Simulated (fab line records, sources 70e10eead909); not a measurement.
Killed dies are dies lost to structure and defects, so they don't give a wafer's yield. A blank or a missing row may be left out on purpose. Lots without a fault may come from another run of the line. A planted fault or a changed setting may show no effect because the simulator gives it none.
Chamber matching | flow nand_harc | NHARC_A_BONDPAD_DESCUM_11 on rie_diel-05: 4 sister chambers
The step chemistry O2, time 3 s. 8 wafers are shown with their chamber, then 8 later ones without.

WAFERS WITH THEIR CHAMBER
wafer  | chamber | drypump_motor_current_A (A) | oes_product_au (a.u.)
L519.3 | 3       | 6.6                         | 1.017
L519.6 | 2       | 6.2                         | 1.016
L522.1 | 3       | 6.6                         | 1.006
L522.4 | 1       | 6.1                         | 1.005
L531.1 | 0       | 5.5                         | 0.991
L531.3 | 2       | 6.2                         | 1.017
L531.5 | 1       | 6.1                         | 0.991
L530.1 | 0       | 5.6                         | 1.004

WAFERS WITHOUT THEIR CHAMBER
wafer  | drypump_motor_current_A (A) | oes_product_au (a.u.)
L530.2 | 6.6                         | 1.000
L530.4 | 5.5                         | 1.003
L534.1 | 6.2                         | 0.997
L534.3 | 6.6                         | 1.008
L534.5 | 6.2                         | 1.002
L537.2 | 6.7                         | 1.006
L537.4 | 6.1                         | 0.992
L537.5 | 5.5                         | 0.997

WHICH CHAMBER EACH WENT THROUGH
wafer  | from the rows above     | in truth
L530.2 | 3                       | 3
L530.4 | 0                       | 0
L534.1 | can't be placed: 2 or 1 | 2
L534.3 | 3                       | 3
L534.5 | can't be placed: 2 or 1 | 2
L537.2 | 3                       | 3
L537.4 | 1                       | 1
L537.5 | 0                       | 0
Placed correctly: 6 of 8. Can't be placed from these rows: 2 (the true chamber is among the candidates in 2). Placed wrongly: 0.
How it was worked out, from the rows above alone: a wafer's distance from a chamber is the root of the sum, over the readings, of the square of ((its reading less the chamber's mean) divided by the reading's scatter). The wafer belongs to the nearest chamber; if the next one is less than 2 further off, it can't be placed. A chamber's mean is the mean of its shown wafers. The scatter: the root of (the sum of the squares of (reading less its chamber's mean) over the shown wafers, divided by (wafers less chambers)).
